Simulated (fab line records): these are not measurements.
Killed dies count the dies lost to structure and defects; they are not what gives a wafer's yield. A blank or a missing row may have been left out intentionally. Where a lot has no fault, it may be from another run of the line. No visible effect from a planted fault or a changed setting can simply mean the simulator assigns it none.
Split-lot trial + flow n5 finfet + 21 wafers read from 7 lots, route of 1938 steps

== ABOUT THE SPLIT ==
At N5_BEOL_M5_COAT_74 (time 60 s, resist thk 5 nm), the setting spin rpm was moved away from the recipe's 1500 rpm on 10 of the 21 wafers read, by -10.8% to +8.9%. The other wafers ran this setting at the recipe's value.

== FROM THE SPLIT TO THE READING: what the file shows between them, 5 steps ==
- N5_BEOL_M5_EXPOSE_25: exposes mask V4, defocus 10 nm (also split here: dose mj)
- N5_BEOL_M5_PEB_26: peb time 60 s
- N5_BEOL_M5_DEVELOP_27: develop time 30 s
- N5_BEOL_M5_CD_MEAS_28: target cd 30.6 nm, target cd y 20 nm
- N5_BEOL_M5_DESCUM_33: chemistry O2, time 7 s

== THE READING ==
etch.depth nm (the simulator's own value, which no gauge read), in nm, at N5_BEOL_M5_ETCH_75 (etches underlayer in N2/H2, target depth 6.5 nm, time 5.2 s). The file does not state a usual value for it. Average 5.004 nm, standard deviation 0.012 nm, over the 11 wafers here run with the recipe.

| wafer  | tool, chamber at the split | spin rpm as run, rpm | against the recipe | etch.depth nm, nm | against lot-mates on the recipe |
|--------|----------------------------|----------------------|--------------------|-------------------|---------------------------------|
| L075.1 | litho track-04, 0          | 1633                 | +8.9%              | 4.78              | -0.212                          |
| L075.3 | litho track-04, 0          | 1500                 | recipe             | 5.001             | -                               |
| L075.4 | litho track-04, 0          | 1500                 | recipe             | 4.982             | -                               |
| L079.1 | litho track-05, 0          | 1338                 | -10.8%             | 5.31              | +0.282                          |
| L079.3 | litho track-05, 0          | 1500                 | recipe             | 5.028             | -                               |
| L079.5 | litho track-05, 0          | 1338                 | -10.8%             | 5.303             | +0.275                          |
| L081.2 | litho track-04, 0          | 1500                 | recipe             | 4.996             | -                               |
| L081.4 | litho track-04, 0          | 1500                 | recipe             | 4.999             | -                               |
| L081.6 | litho track-04, 0          | 1500                 | recipe             | 5.003             | -                               |
| L083.1 | litho track-04, 0          | 1500                 | recipe             | 4.991             | -                               |
| L083.4 | litho track-04, 0          | 1559                 | +3.9%              | 4.905             | -0.086                          |
| L083.5 | litho track-04, 0          | 1559                 | +3.9%              | 4.893             | -0.098                          |
| L085.1 | litho track-04, 0          | 1500                 | recipe             | 5.011             | -                               |
| L085.2 | litho track-04, 0          | 1500                 | recipe             | 5.014             | -                               |
| L085.6 | litho track-04, 0          | 1500                 | recipe             | 5.018             | -                               |
| L087.1 | litho track-05, 0          | 1500                 | recipe             | 4.999             | -                               |
| L087.2 | litho track-05, 0          | 1559                 | +3.9%              | 4.903             | -0.096                          |
| L087.3 | litho track-05, 0          | 1559                 | +3.9%              | 4.883             | -0.116                          |
| L097.1 | litho track-04, 0          | 1381                 | -7.9%              | 5.224             | no lot-mate on the recipe       |
| L097.3 | litho track-04, 0          | 1381                 | -7.9%              | 5.197             | no lot-mate on the recipe       |
| L097.5 | litho track-04, 0          | 1381                 | -7.9%              | 5.22              | no lot-mate on the recipe       |

THE FIT
A straight line over all 21 wafers: etch.depth nm changes by -0.027 nm for each +1% of spin rpm; r = -1.00; the points scatter about the line by 0.013 nm.
The same after taking each lot's own level away (the mean of its wafers on the recipe; 18 wafers): -0.0253 nm for each +1%; r = -1.00; scatter 0.0075 nm.
Per that fit: largest spin rpm move, reading shift of 0.27 nm.
The lots' own levels span 4.9910 to 5.0280 nm, that is 3.0 times the standard deviation above.
Consequently the slope shifts little with the lot-to-lot level, the two slopes agreeing.
Check: with one of the wafers moved furthest among these (-10.8%) left out of the fit, the line predicts +0.27 nm for it against its lot-mates. Against them it came out at +0.282 nm.

== OTHER SPLITS APPLIED TO THESE WAFERS ==
Note: prior to the reading, these wafers also went through further splits. Each is held against what the fit with the lots' levels taken away leaves over:
| other split on the same wafers    | wafers away from the commonest value | r with etch.depth nm (lot level and that fit taken away) |
|-----------------------------------|--------------------------------------|----------------------------------------------------------|
| N5_BEOL_M1_ALD_98 ald cycles      | 8                                    | -0.14                                                    |
| N5_BEOL_M2_ETCH_69 bias w         | 6                                    | -0.03                                                    |
| N5_BEOL_M3_TRENCH_ETCH_37 bias w  | 8                                    | -0.11                                                    |
| N5_BEOL_M3_ETCH_41 target depth a | 3                                    | +0.34                                                    |
| N5_BEOL_M4_DESCUM_33 time s       | 6                                    | -0.39                                                    |
| N5_BEOL_M4_VIA_ETCH_34 source w   | 6                                    | -0.16                                                    |
| N5_BEOL_M5_EXPOSE_25 dose mj      | 11                                   | +0.00                                                    |

== THE WHOLE CHAIN: every reading that the file lists as answering this split, in the file's order ==
| step               | what it does                                                | reading                                                                               | change (the file's fit)                | r (the file's) |
|--------------------|-------------------------------------------------------------|---------------------------------------------------------------------------------------|----------------------------------------|----------------|
| N5_BEOL_M5_COAT_74 | time 60 s, resist thk 5 nm                                  | underlayer_of_BEOL_M5_COAT_74.thk nm (the simulator's own value, which no gauge read) | -0.0304 nm for each +1% of the setting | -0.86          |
| N5_BEOL_M5_ETCH_75 | etches underlayer in N2/H2, target depth 6.5 nm, time 5.2 s | etch.depth nm (the simulator's own value, which no gauge read)                        | -0.025 nm for each +1% of the setting  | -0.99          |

== FILE'S OWN FIT ==
etch.depth nm changes by -0.025 nm for each +1% of spin rpm, r = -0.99.
